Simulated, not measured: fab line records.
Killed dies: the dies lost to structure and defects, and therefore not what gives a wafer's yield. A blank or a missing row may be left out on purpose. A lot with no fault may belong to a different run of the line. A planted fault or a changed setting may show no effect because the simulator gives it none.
fab line records    flow n5-finfet    part 1 of 2: steps 1 to 18 of 26
record lots=5  wafers=15  last-day=17
route steps=1938 shown BEOL_M4@1035
lots untouched by any fault: they come from a run of this same line in which no faults occurred
start-h: hours from the record's opening day to when the first of the lot's shown wafers began    wait-h: hours since the lot's step before    " same as the row above    L1.1+2: a row that stands for several wafers    - no value present, or no start provided    * or withheld: withheld    < > ~ a bound
route shown NAME@n: a module of which the file shows steps, and the number in the route of the first    usual: average and standard deviation across the fault-free wafers    same: alike in all rows    chamber/n: place in a boat    sites: per-site readings    _std_site: standard deviation of those values    _edge_site: mean of outer sites minus mean of inner sites    radius-mm: for every site, how far away it sits from the centre of the wafer    mask NAME#n: copy n    behind: the tool/chamber that last shaped the wafer    hold: why the lot went on hold/how many hours it stayed there/how the hold came to an end    device: transistor that didn't switch, given as n, p or np    end of line: the route-end tests of the same wafers    where a step has no rows: the recipe by itself    killed: dies that structure and defects cost at the first sort, which is not the same as the wafer's yield    map: dies across one wafer; x = killed, . = not, _ = none there
set.NAME: the setting as run; set.NAME@STEP: as run at that earlier step    model.NAME: the simulator's own value behind a step, which no gauge read
certain route steps with their lots: each step a table, each wafer a row
services: when a tool's chamber went out of use (start-h, in hours from the record's first day, below 0 if earlier), for how many hours, and the reason
## steps
# step N5_BEOL_M4_OVL_MEAS_12
# recipe points-per-wafer=522
# usual M4_OVL=-0.1/0.67
lot.wafer  tool        chamber  start-h  wait-h  M4_OVL[nm]
L074.1     overlay-02  0        156.14   0.0     -0.1
L074.2     "           0        "        "       -1.0
L074.3     "           0        "        "       -0.5
L088.1     overlay-02  0        245.94   0.0     0.4
L088.3     "           0        "        "       -0.1
L088.6     "           0        "        "       0.2
L089.1     overlay-01  0        254.19   0.0     0.2
L089.4     "           0        "        "       -0.4
L089.6     "           0        "        "       0.2
L092.4     overlay-01  0        268.94   0.0     0.3
L092.5     "           0        "        "       -0.9
L092.6     "           0        "        "       1.1
L093.1     overlay-02  0        273.91   0.0     -1.9
L093.5     "           0        "        "       -0.5
L093.6     "           0        "        "       -0.3
# step N5_BEOL_M4_INSPECT_13
# recipe mode=adi  inspect-instrument=brightfield
# usual raw-defect-count=400/89
lot.wafer  tool               chamber  start-h  wait-h  raw-defect-count
L074.1     defect-inspect-01  -        156.20   0.1     248
L074.2     "                  -        "        "       304
L074.3     "                  -        "        "       346
L088.1     defect-inspect-01  -        246.00   0.1     351
L088.3     "                  -        "        "       450
L088.6     "                  -        "        "       726
L089.1     defect-inspect-01  -        254.25   0.1     417
L089.4     "                  -        "        "       525
L089.6     "                  -        "        "       317
L092.4     defect-inspect-01  -        268.99   0.0     344
L092.5     "                  -        "        "       305
L092.6     "                  -        "        "       266
L093.1     defect-inspect-01  -        273.97   0.1     525
L093.5     "                  -        "        "       305
L093.6     "                  -        "        "       219
# step N5_BEOL_M4_DESCUM_16
# recipe chemistry=O2  time-s=7  source-power-w=50  bias-power-w=20  pressure-mtorr=20  rf-frequency-hz=2.712e+07  temp-c=40  resist=CAR-EUV  o2-flow-sccm=225
# usual drypump-motor-current-A=5.6/0.52  o2-flow-sccm=225.0/0.71  oes-product-au=0.80/0.058  rf-vpp-V=243.1/1.2  showerhead-plenum-p-Torr=2.08/0.066  throttle-valve-pct=20.40/0.25
lot.wafer  tool         chamber  start-h  wait-h  drypump-motor-current-A  o2-flow-sccm  oes-product-au  rf-hours-counter-h  rf-vpp-V  showerhead-plenum-p-Torr  throttle-valve-pct
L074.1     rie-diel-03  1        156.23   0.0     6.1                      224.2         0.90            36                  244.8     2.14                      20.18
L074.2     "            3        "        "       6.0                      226.6         0.77            126                 242.4     2.09                      20.12
L074.3     "            2        "        "       5.6                      225.4         0.89            24                  243.1     2.14                      20.00
L088.1     rie-diel-06  1        246.03   0.0     4.9                      224.9         0.71            187                 240.1     2.02                      20.76
L088.3     "            0        "        "       6.2                      224.0         0.84            60                  243.6     2.03                      20.45
L088.6     "            3        "        "       6.6                      224.5         0.77            -                   244.2     2.11                      20.66
L089.1     rie-diel-03  3        254.28   0.0     6.0                      225.3         0.74            158                 243.2     2.08                      20.18
L089.4     "            0        "        "       5.5                      225.2         0.81            97                  243.8     2.21                      20.01
L089.6     "            3        "        "       6.0                      224.9         0.74            -                   244.1     2.08                      20.17
L092.4     rie-diel-06  3        269.29   0.3     6.6                      224.9         0.75            120                 245.5     2.11                      20.66
L092.5     "            2        "        "       5.4                      225.2         0.77            -                   241.7     2.00                      20.37
L092.6     "            1        "        "       4.8                      224.6         0.71            -                   241.8     2.02                      20.77
L093.1     rie-diel-06  3        274.00   0.0     6.6                      225.5         0.76            121                 243.1     2.11                      20.68
L093.5     "            2        "        "       5.5                      225.3         0.77            -                   241.9     2.00                      20.38
L093.6     "            1        "        "       4.8                      225.5         0.71            -                   242.8     2.02                      20.78
# step N5_BEOL_M4_ETCH_74
# recipe chemistry=N2/H2  target=underlayer  target-depth-a=65  mask-material=CAR-EUV  time-s=5.2  ion-energy-ev=200  pressure-mtorr=30  source-w=840  bias-w=150  n2-flow-sccm=200  h2-flow-sccm=200  ends=cleared
# usual drypump-motor-current-A=5.6/0.53  etch-rf-on-time-s=5.28/0.14  oes-product-au=0.68/0.048  rf-vpp-V=523.4/2.3  showerhead-plenum-p-Torr=2.52/0.08  throttle-valve-pct=17.79/0.27
lot.wafer  tool         chamber  start-h  wait-h  drypump-motor-current-A  etch-rf-on-time-s  oes-product-au  rf-hours-counter-h  rf-vpp-V  showerhead-plenum-p-Torr  throttle-valve-pct
L074.1     rie-diel-03  1        156.27   0.0     6.1                      5.35               0.76            36                  525.3     2.60                      17.55
L074.2     "            3        "        "       6.0                      5.12               0.66            126                 522.6     2.55                      17.73
L074.3     "            2        "        "       5.6                      5.24               0.76            24                  526.0     2.58                      17.30
L088.1     rie-diel-06  1        246.07   0.0     4.8                      5.27               0.61            187                 520.5     2.41                      17.90
L088.3     "            0        "        "       6.2                      5.24               0.72            60                  522.1     2.47                      17.86
L088.6     "            3        "        "       6.6                      5.17               0.67            -                   525.3     2.57                      18.12
L089.1     rie-diel-03  3        254.32   0.0     5.9                      5.17               0.63            158                 523.2     2.53                      17.77
L089.4     "            0        "        "       5.5                      5.20               0.70            97                  525.4     2.67                      17.30
L089.6     "            3        "        "       6.0                      5.15               0.62            -                   521.1     2.53                      17.80
L092.4     rie-diel-06  3        269.33   0.0     6.6                      5.21               0.66            120                 525.8     2.56                      18.16
L092.5     "            2        "        "       5.4                      5.51               0.67            -                   521.5     2.44                      17.72
L092.6     "            1        "        "       4.9                      5.25               0.61            -                   523.4     2.41                      17.91
L093.1     rie-diel-06  3        274.03   0.0     6.6                      5.18               0.65            121                 522.7     2.56                      18.15
L093.5     "            2        "        "       5.4                      5.45               0.66            -                   522.2     2.44                      17.71
L093.6     "            1        "        "       4.8                      5.17               0.62            -                   519.8     2.41                      17.93
# step N5_BEOL_M4_ETCH_63
# recipe chemistry=CF4  target=SiARC  target-depth-a=156  mask-material=CAR-EUV  time-s=26  ion-energy-ev=80  pressure-mtorr=40  source-w=545  bias-w=36  Ar_flow_sccm=100  cf4-flow-sccm=100  ends=cleared
# usual drypump-motor-current-A=5.6/0.53  etch-rf-on-time-s=26.3/0.67  oes-product-au=0.68/0.048  rf-vpp-V=183.7/1  showerhead-plenum-p-Torr=2.13/0.06  throttle-valve-pct=15.58/0.23
lot.wafer  tool         chamber  start-h  wait-h  drypump-motor-current-A  etch-rf-on-time-s  oes-product-au  rf-hours-counter-h  rf-vpp-V  showerhead-plenum-p-Torr  throttle-valve-pct
L074.1     rie-diel-03  1        156.28   0.0     6.2                      26.7               0.76            36                  182.3     2.19                      15.36
L074.2     "            3        "        "       6.0                      25.5               0.66            126                 183.0     2.14                      15.34
L074.3     "            2        "        "       5.6                      25.9               0.75            24                  183.3     2.19                      15.21
L088.1     rie-diel-06  1        246.08   0.0     4.8                      26.3               0.61            187                 183.7     2.04                      15.77
L088.3     "            0        "        "       6.2                      26.2               0.72            60                  182.3     2.10                      15.69
L088.6     "            3        "        "       6.6                      25.9               0.66            -                   184.4     2.16                      15.74
L089.1     rie-diel-03  3        254.33   0.0     6.0                      25.6               0.63            158                 183.5     2.13                      15.41
L089.4     "            0        "        "       5.4                      26.0               0.70            97                  184.4     2.23                      15.11
L089.6     "            3        "        "       6.0                      25.9               0.63            -                   184.8     2.13                      15.40
L092.4     rie-diel-06  3        269.34   0.0     6.6                      26.1               0.65            120                 184.0     2.15                      15.76
L092.5     "            2        "        "       5.4                      27.4               0.65            -                   183.8     2.08                      15.70
L092.6     "            1        "        "       4.8                      26.3               0.61            -                   182.9     2.04                      15.78
L093.1     rie-diel-06  3        274.05   0.0     6.6                      26.0               0.66            121                 184.1     2.15                      15.76
L093.5     "            2        "        "       5.4                      27.5               0.66            -                   182.3     2.08                      15.70
L093.6     "            1        "        "       4.9                      26.2               0.61            -                   183.1     2.04                      15.79
# step N5_BEOL_M4_ETCH_64
# recipe chemistry=N2/H2  target=SOC  target-depth-a=750  overetch-a=225  mask-material=SiARC  temp-c=40  time-s=121.9  ion-energy-ev=200  pressure-mtorr=30  source-w=840  bias-w=150  n2-flow-sccm=200  h2-flow-sccm=200
# usual drypump-motor-current-A=5.6/0.53  oes-product-au=0.61/0.042  rf-vpp-V=523.6/2.3  showerhead-plenum-p-Torr=2.52/0.08  throttle-valve-pct=17.74/0.27
lot.wafer  tool         chamber  start-h  wait-h  drypump-motor-current-A  oes-product-au  rf-hours-counter-h  rf-vpp-V  showerhead-plenum-p-Torr  throttle-valve-pct
L074.1     rie-diel-03  1        156.31   0.0     6.1                      0.69            36                  524.7     2.59                      17.50
L074.2     "            3        "        "       6.0                      0.57            126                 523.9     2.55                      17.67
L074.3     "            2        "        "       5.6                      0.67            24                  527.0     2.59                      17.25
L088.1     rie-diel-06  1        246.11   0.0     4.8                      0.55            187                 521.3     2.41                      17.88
L088.3     "            0        "        "       6.2                      0.65            60                  521.8     2.47                      17.78
L088.6     "            3        "        "       6.6                      0.59            -                   524.4     2.57                      18.10
L089.1     rie-diel-03  3        254.36   0.0     6.0                      0.56            158                 525.6     2.53                      17.75
L089.4     "            0        "        "       5.5                      0.61            97                  526.4     2.67                      17.28
L089.6     "            3        "        "       6.0                      0.56            -                   522.3     2.53                      17.72
L092.4     rie-diel-06  3        269.37   0.0     6.6                      0.59            120                 525.1     2.56                      18.10
L092.5     "            2        "        "       5.4                      0.60            -                   520.3     2.44                      17.69
L092.6     "            1        "        "       4.9                      0.54            -                   521.1     2.41                      17.91
L093.1     rie-diel-06  3        274.08   0.0     6.6                      0.59            121                 523.8     2.56                      18.10
L093.5     "            2        "        "       5.4                      0.60            -                   521.6     2.44                      17.71
L093.6     "            1        "        "       4.8                      0.55            -                   520.9     2.41                      17.88
# step N5_BEOL_M4_STRIP_65
# recipe chemistry=N2/H2  temp-c=40  n2-flow-sccm=200  h2-flow-sccm=200  rf-frequency-hz=6e+07
lot.wafer   tool         chamber  start-h  wait-h
L074.1+2+3  rie-diel-03  1,3,2    156.43   0.1
L088.1+3+6  rie-diel-06  1,0,3    246.22   0.1
L089.1+4+6  rie-diel-03  3,0,3    254.47   0.1
L092.4+5+6  rie-diel-06  3,2,1    269.48   0.1
L093.1+5+6  rie-diel-06  3,2,1    274.19   0.1
# step N5_BEOL_M4_STRIP_75
# recipe chemistry=N2/H2  temp-c=40  n2-flow-sccm=200  h2-flow-sccm=200  rf-frequency-hz=6e+07
lot.wafer   tool         chamber  start-h  wait-h
L074.1+2+3  rie-diel-03  1,3,2    156.44   0.0
L088.1+3+6  rie-diel-06  1,0,3    246.23   0.0
L089.1+4+6  rie-diel-03  3,0,3    254.48   0.0
L092.4+5+6  rie-diel-06  3,2,1    269.49   0.0
L093.1+5+6  rie-diel-06  3,2,1    274.20   0.0
# step N5_BEOL_M4_STRIP_66
# recipe chemistry=CF4  resist=SiARC  power-w=300  bias-power-w=75  pressure-mtorr=50  cf4-flow-sccm=150  rf-frequency-hz=6e+07
# usual drypump-motor-current-A=5.6/0.53  oes-product-au=0.79/0.054  rf-vpp-V=270.9/1.5  showerhead-plenum-p-Torr=1.79/0.051  throttle-valve-pct=13.54/0.22
lot.wafer  tool         chamber  start-h  wait-h  drypump-motor-current-A  oes-product-au  rf-hours-counter-h  rf-vpp-V  showerhead-plenum-p-Torr  throttle-valve-pct
L074.1     rie-diel-03  1        156.45   0.0     6.1                      0.90            36                  270.3     1.84                      13.32
L074.2     "            3        "        "       6.0                      0.74            126                 271.9     1.80                      13.33
L074.3     "            2        "        "       5.6                      0.87            25                  270.2     1.83                      13.15
L088.1     rie-diel-06  1        246.24   0.0     4.8                      0.72            187                 268.8     1.71                      13.75
L088.3     "            0        "        "       6.2                      0.83            60                  270.6     1.75                      13.62
L088.6     "            3        "        "       6.6                      0.77            -                   270.7     1.80                      13.67
L089.1     rie-diel-03  3        254.49   0.0     5.9                      0.72            158                 270.7     1.79                      13.40
L089.4     "            0        "        "       5.5                      0.79            97                  274.7     1.87                      13.12
L089.6     "            3        "        "       6.0                      0.73            -                   269.4     1.79                      13.43
L092.4     rie-diel-06  3        269.50   0.0     6.6                      0.76            120                 271.7     1.80                      13.70
L092.5     "            2        "        "       5.4                      0.79            -                   269.9     1.75                      13.67
L092.6     "            1        "        "       4.8                      0.71            -                   268.8     1.71                      13.75
L093.1     rie-diel-06  3        274.21   0.0     6.6                      0.76            121                 272.7     1.80                      13.69
L093.5     "            2        "        "       5.4                      0.78            -                   270.5     1.75                      13.67
L093.6     "            1        "        "       4.9                      0.71            -                   268.9     1.71                      13.78
# step N5_BEOL_M4_HM_OPEN_17
# recipe chemistry=Cl2/BCl3  target-depth-a=200  overetch-a=60  target=TiN  mask-material=SOC  ion-energy-ev=150  pressure-mtorr=10  icp-w=1000  bias-w=126  Cl2_flow_sccm=53.25  bcl3-flow-sccm=21.75  Ar_flow_sccm=25
# usual drypump-motor-current-A=5.6/0.58  oes-product-au=0.65/0.078  throttle-valve-pct=22.12/0.19
lot.wafer  tool          chamber  start-h  wait-h  drypump-motor-current-A  oes-product-au  rf-hours-counter-h  throttle-valve-pct
L074.1     rie-metal-03  0        156.49   0.0     4.6                      0.68            33                  22.25
L074.2     "             1        "        "       5.9                      0.58            76                  21.82
L074.3     "             1        "        "       5.9                      0.59            -                   21.81
L088.1     rie-metal-01  1        246.28   0.0     5.8                      0.55            113                 22.40
L088.3     "             0        "        "       6.2                      0.74            -                   22.05
L088.6     "             0        "        "       6.1                      0.75            -                   22.06
L089.1     rie-metal-01  0        254.53   0.0     6.1                      0.75            13                  22.05
L089.4     "             0        "        "       6.1                      0.75            -                   22.06
L089.6     "             0        "        "       6.1                      0.75            -                   22.04
L092.4     rie-metal-03  0        269.57   0.1     4.7                      0.66            -                   22.24
L092.5     "             1        "        "       5.9                      0.57            -                   21.84
L092.6     "             0        "        "       4.7                      0.67            -                   22.24
L093.1     rie-metal-01  0        274.25   0.0     6.1                      0.75            16                  22.04
L093.5     "             0        "        "       6.2                      0.75            -                   22.04
L093.6     "             1        "        "       5.8                      0.54            -                   22.41
# step N5_BEOL_M4_STRIP_19
# recipe chemistry=O2  power-w=400  temp-c=40  pressure-mtorr=30  rf-frequency-hz=6e+07  bias-power-w=0  overash-fraction=0.2  o2-flow-sccm=225
# usual drypump-motor-current-A=5.7/0.52  o2-flow-sccm=225.0/0.63  oes-product-au=0.80/0.056  rf-vpp-V=3.7/0.49  showerhead-plenum-p-Torr=2.09/0.066  throttle-valve-pct=16.62/0.23
lot.wafer  tool         chamber  start-h  wait-h  drypump-motor-current-A  o2-flow-sccm  oes-product-au  rf-hours-counter-h  rf-vpp-V  showerhead-plenum-p-Torr  throttle-valve-pct
L074.1     rie-diel-02  2        156.60   0.1     5.1                      223.9         0.92            20                  3.8       2.05                      16.75
L074.2     "            3        "        "       5.4                      225.7         0.79            139                 3.3       2.20                      16.83
L074.3     "            1        "        "       5.1                      226.1         0.87            33                  3.8       2.04                      16.58
L088.1     rie-diel-06  1        246.40   0.1     4.9                      224.9         0.71            187                 3.8       2.02                      17.00
L088.3     "            3        "        "       6.6                      224.1         0.77            113                 4.3       2.12                      16.85
L088.6     "            2        "        "       5.4                      226.4         0.78            -                   3.3       2.01                      16.61
L089.1     rie-diel-06  3        254.73   0.2     6.6                      224.8         0.77            115                 4.3       2.12                      16.84
L089.4     "            2        "        "       5.4                      225.5         0.77            122                 4.2       2.01                      16.63
L089.6     "            0        "        "       6.2                      224.1         0.84            -                   4.2       2.03                      16.67
L092.4     rie-diel-06  2        269.70   0.1     5.5                      224.8         0.77            127                 4.2       2.01                      16.64
L092.5     "            0        "        "       6.3                      226.0         0.83            -                   4.6       2.03                      16.67
L092.6     "            3        "        "       6.6                      224.0         0.76            -                   4.2       2.12                      16.87
L093.1     rie-diel-06  1        274.37   0.1     4.9                      224.7         0.71            196                 3.9       2.02                      16.99
L093.5     "            0        "        "       6.3                      224.9         0.83            -                   3.8       2.03                      16.67
L093.6     "            1        "        "       4.8                      224.7         0.71            -                   3.1       2.02                      17.00
# step N5_BEOL_M4_CD_MEAS_18
# recipe pitch-nm=36  target-cd-nm=18
# usual cd-nm=18.0/0.37
lot.wafer  tool       chamber  start-h  wait-h  cd-nm
L074.1     cd-sem-01  -        156.67   0.0     16.9
L074.2     "          -        "        "       17.9
L074.3     "          -        "        "       18.6
L088.1     cd-sem-01  -        246.48   0.1     17.8
L088.3     "          -        "        "       18.0
L088.6     "          -        "        "       18.1
L089.1     cd-sem-01  -        254.80   0.0     17.7
L089.4     "          -        "        "       17.9
L089.6     "          -        "        "       17.6
L092.4     cd-sem-03  -        269.77   0.1     18.6
L092.5     "          -        "        "       18.6
L092.6     "          -        "        "       17.8
L093.1     cd-sem-03  -        274.44   0.0     18.1
L093.5     "          -        "        "       17.9
L093.6     "          -        "        "       17.5
# step N5_BEOL_M4_COAT_67
# recipe resist=SOC  temp-c=250  time-s=60  spin-rpm=1500  resist-thk-nm=60
# usual exhaust-pa=44.9/0.86
lot.wafer  tool            chamber  start-h  wait-h  exhaust-pa
L074.1     litho-track-04  0        156.71   0.0     43.8
L074.2     "               0        "        "       43.9
L074.3     "               0        "        "       43.6
L088.1     litho-track-02  0        246.51   0.0     46.3
L088.3     "               0        "        "       46.3
L088.6     "               0        "        "       44.4
L089.1     litho-track-02  0        254.84   0.0     44.5
L089.4     "               0        "        "       43.9
L089.6     "               0        "        "       45.9
L092.4     litho-track-04  0        269.81   0.0     44.6
L092.5     "               0        "        "       45.9
L092.6     "               0        "        "       44.9
L093.1     litho-track-05  0        274.48   0.0     44.6
L093.5     "               0        "        "       44.6
L093.6     "               0        "        "       44.2
# step N5_BEOL_M4_COAT_68
# recipe resist=SiARC  temp-c=220  time-s=60  spin-rpm=1500  resist-thk-nm=12
# usual exhaust-pa=44.9/0.85
lot.wafer  tool            chamber  start-h  wait-h  exhaust-pa
L074.1     litho-track-04  0        -        -       46.6
L074.2     "               0        "        "       44.2
L074.3     "               0        "        "       45.0
L088.1     litho-track-02  0        -        -       44.0
L088.3     "               0        "        "       44.0
L088.6     "               0        "        "       44.6
L089.1     litho-track-02  0        -        -       43.9
L089.4     "               0        "        "       44.4
L089.6     "               0        "        "       45.5
L092.4     litho-track-04  0        -        -       45.2
L092.5     "               0        "        "       45.0
L092.6     "               0        "        "       44.2
L093.1     litho-track-05  0        -        -       45.0
L093.5     "               0        "        "       43.9
L093.6     "               0        "        "       45.4
# step N5_BEOL_M4_COAT_76
# recipe resist=underlayer  temp-c=205  time-s=60  spin-rpm=1500  resist-thk-nm=5
# usual exhaust-pa=44.9/1
lot.wafer  tool            chamber  start-h  wait-h  exhaust-pa
L074.1     litho-track-04  0        -        -       45.2
L074.2     "               0        "        "       44.4
L074.3     "               0        "        "       44.9
L088.1     litho-track-02  0        -        -       45.5
L088.3     "               0        "        "       45.1
L088.6     "               0        "        "       46.6
L089.1     litho-track-02  0        -        -       44.5
L089.4     "               0        "        "       46.3
L089.6     "               0        "        "       44.3
L092.4     litho-track-04  0        -        -       44.8
L092.5     "               0        "        "       45.2
L092.6     "               0        "        "       45.3
L093.1     litho-track-05  0        -        -       43.1
L093.5     "               0        "        "       43.6
L093.6     "               0        "        "       43.8
# step N5_BEOL_M4_COAT_22
# recipe resist=CAR-EUV  spin-rpm=1500  resist-thk-nm=30
# usual exhaust-pa=44.8/0.85
lot.wafer  tool            chamber  start-h  wait-h  exhaust-pa
L074.1     litho-track-04  0        -        -       43.6
L074.2     "               0        "        "       44.1
L074.3     "               0        "        "       44.3
L088.1     litho-track-02  0        -        -       44.6
L088.3     "               0        "        "       45.6
L088.6     "               0        "        "       46.2
L089.1     litho-track-02  0        -        -       45.0
L089.4     "               0        "        "       45.6
L089.6     "               0        "        "       44.4
L092.4     litho-track-04  0        -        -       43.4
L092.5     "               0        "        "       44.3
L092.6     "               0        "        "       42.3
L093.1     litho-track-05  0        -        -       45.6
L093.5     "               0        "        "       43.8
L093.6     "               0        "        "       45.0
# step N5_BEOL_M4_EBR_24
# recipe solvent=PGMEA  ebr-width-mm=1.5
# usual exhaust-pa=45.0/0.87
# same ebr-width-mm=1.5
lot.wafer  tool            chamber  start-h  wait-h  exhaust-pa
L074.1     litho-track-04  0        -        -       44.2
L074.2     "               0        "        "       43.9
L074.3     "               0        "        "       45.1
L088.1     litho-track-02  0        -        -       45.0
L088.3     "               0        "        "       46.3
L088.6     "               0        "        "       46.6
L089.1     litho-track-02  0        -        -       44.9
L089.4     "               0        "        "       44.8
L089.6     "               0        "        "       45.7
L092.4     litho-track-04  0        -        -       45.6
L092.5     "               0        "        "       44.7
L092.6     "               0        "        "       44.9
L093.1     litho-track-05  0        -        -       44.1
L093.5     "               0        "        "       45.7
L093.6     "               0        "        "       46.6
# step N5_BEOL_M4_SOFTBAKE_23
# recipe temp-c=110  time-s=60  resist=CAR-EUV
# usual exhaust-pa=44.8/0.95
lot.wafer  tool            chamber  start-h  wait-h  exhaust-pa
L074.1     litho-track-04  0        -        -       44.9
L074.2     "               0        "        "       45.9
L074.3     "               0        "        "       44.7
L088.1     litho-track-02  0        -        -       44.7
L088.3     "               0        "        "       45.0
L088.6     "               0        "        "       44.3
L089.1     litho-track-02  0        -        -       43.9
L089.4     "               0        "        "       43.4
L089.6     "               0        "        "       45.2
L092.4     litho-track-04  0        -        -       44.7
L092.5     "               0        "        "       44.7
L092.6     "               0        "        "       45.9
L093.1     litho-track-05  0        -        -       44.1
L093.5     "               0        "        "       44.3
L093.6     "               0        "        "       44.2
